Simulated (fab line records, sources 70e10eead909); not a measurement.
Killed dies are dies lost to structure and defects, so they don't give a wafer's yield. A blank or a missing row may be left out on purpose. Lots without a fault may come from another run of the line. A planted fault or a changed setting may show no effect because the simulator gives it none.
Chamber matching | flow nand_harc | NHARC_P_CONTACT_ETCH_18 on rie_diel-06: 4 sister chambers
The step etches the open film in C4F8/O2/Ar, target depth 481 nm, time 240.5 s. 4 wafers are shown with their chamber, then 8 later ones without.

WAFERS WITH THEIR CHAMBER
wafer  | chamber | rf_vpp_V (V)
L673.1 | 2       | 971
L673.2 | 0       | 985
L673.6 | 3       | 979
L674.1 | 1       | 981

WAFERS WITHOUT THEIR CHAMBER
wafer  | rf_vpp_V (V)
L674.4 | 986
L674.6 | 971
L678.1 | 969
L678.4 | 985
L678.5 | 980
L680.2 | 980
L680.4 | 979
L680.6 | 979

WHICH CHAMBER EACH WENT THROUGH
wafer  | from the rows above     | in truth
L674.4 | 0                       | 0
L674.6 | 2                       | 2
L678.1 | 2                       | 2
L678.4 | 0                       | 0
L678.5 | can't be placed: 1 or 3 | 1
L680.2 | can't be placed: 1 or 3 | 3
L680.4 | 3                       | 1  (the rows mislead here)
L680.6 | 3                       | 3
Placed correctly: 5 of 8. Can't be placed from these rows: 2 (the true chamber is among the candidates in 2). Placed wrongly: 1.
How it was worked out, from the rows above alone: a wafer's distance from a chamber is the root of the sum, over the readings, of the square of ((its reading less the chamber's mean) divided by the reading's scatter). The wafer belongs to the nearest chamber; if the next one is less than 2 further off, it can't be placed. A chamber's mean is the mean of its shown wafers. The scatter: with one shown wafer a chamber, the root of the mean of the squares of how far each hidden wafer lies from its nearest shown one.
